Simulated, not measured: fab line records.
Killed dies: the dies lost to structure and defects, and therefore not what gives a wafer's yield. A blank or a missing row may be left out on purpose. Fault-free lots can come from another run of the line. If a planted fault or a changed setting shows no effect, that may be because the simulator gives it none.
Matching of chambers | flow n5Finfet | N5_SDB_HM_OPEN_20 on rieDiel-06: 4 sister chambers
The step chemistry CH3F/O2, target SiNx, stops on poly-Si, target depth 24 nm. 14 wafers are shown with their chamber, then 7 later ones without.

WAFERS WITH THEIR CHAMBER
wafer  | chamber | showerheadPlenumPTorr (Torr) | throttleValvePct (%) | oesProductAu (a.u.)
L075.3 | 1       | 2.10                         | 16.60                | 0.64
L075.4 | 0       | 1.93                         | 15.97                | 0.65
L075.5 | 3       | 2.03                         | 16.30                | 0.69
L077.1 | 0       | 1.93                         | 15.97                | 0.66
L077.3 | 1       | 2.10                         | 16.59                | 0.63
L077.5 | 1       | 2.10                         | 16.59                | 0.65
L080.1 | 1       | 2.09                         | 16.62                | 0.63
L080.3 | 3       | 2.03                         | 16.33                | 0.68
L080.6 | 1       | 2.09                         | 16.61                | 0.64
L082.1 | 1       | 2.09                         | 16.62                | 0.61
L082.4 | 0       | 1.93                         | 15.99                | 0.66
L082.6 | 0       | 1.93                         | 15.98                | 0.66
L084.3 | 1       | 2.09                         | 16.62                | 0.62
L084.5 | 2       | 1.93                         | 16.19                | 0.60

SIGNATURES (averages over the wafers above)
reading               | chamber 0 | chamber 1 | chamber 2 | chamber 3 | scatter within a chamber
showerheadPlenumPTorr | 1.9300    | 2.0943    | 1.9300    | 2.0300    | 0.00414
throttleValvePct      | 15.9775   | 16.6071   | 16.1900   | 16.3150   | 0.0137
oesProductAu          | 0.6575    | 0.6314    | 0.6000    | 0.6850    | 0.011
Rule: a wafer's distance from a chamber is the root of the sum, over the readings, of the square of ((its reading less the chamber's mean) divided by the reading's scatter). The wafer belongs to the nearest chamber; if the next one is less than 2 further off, it can't be placed. The scatter is the square root of a quotient: the sum, over the shown wafers, of each reading's squared deviation from its chamber's mean, divided by wafers minus chambers.

WAFERS WHOSE CHAMBER IS MISSING
wafer  | showerheadPlenumPTorr (Torr) | throttleValvePct (%) | oesProductAu (a.u.)
L084.6 | 2.02                         | 16.34                | 0.67
L091.4 | 1.92                         | 16.21                | 0.60
L091.5 | 2.09                         | 16.65                | 0.62
L091.6 | 2.02                         | 16.37                | 0.65
L092.1 | 1.92                         | 16.02                | 0.64
L092.4 | 1.92                         | 16.23                | 0.59
L092.6 | 2.08                         | 16.64                | 0.61

THE CHAMBER EACH PASSED THROUGH
wafer  | from the rows above | in truth
L084.6 | 3                   | 3
L091.4 | 2                   | 2
L091.5 | 1                   | 1
L091.6 | 3                   | 3
L092.1 | 0                   | 0
L092.4 | 2                   | 2
L092.6 | 1                   | 1
Correctly placed: 7 of 7. Can't be placed from these rows: 0. 0 placed wrongly.
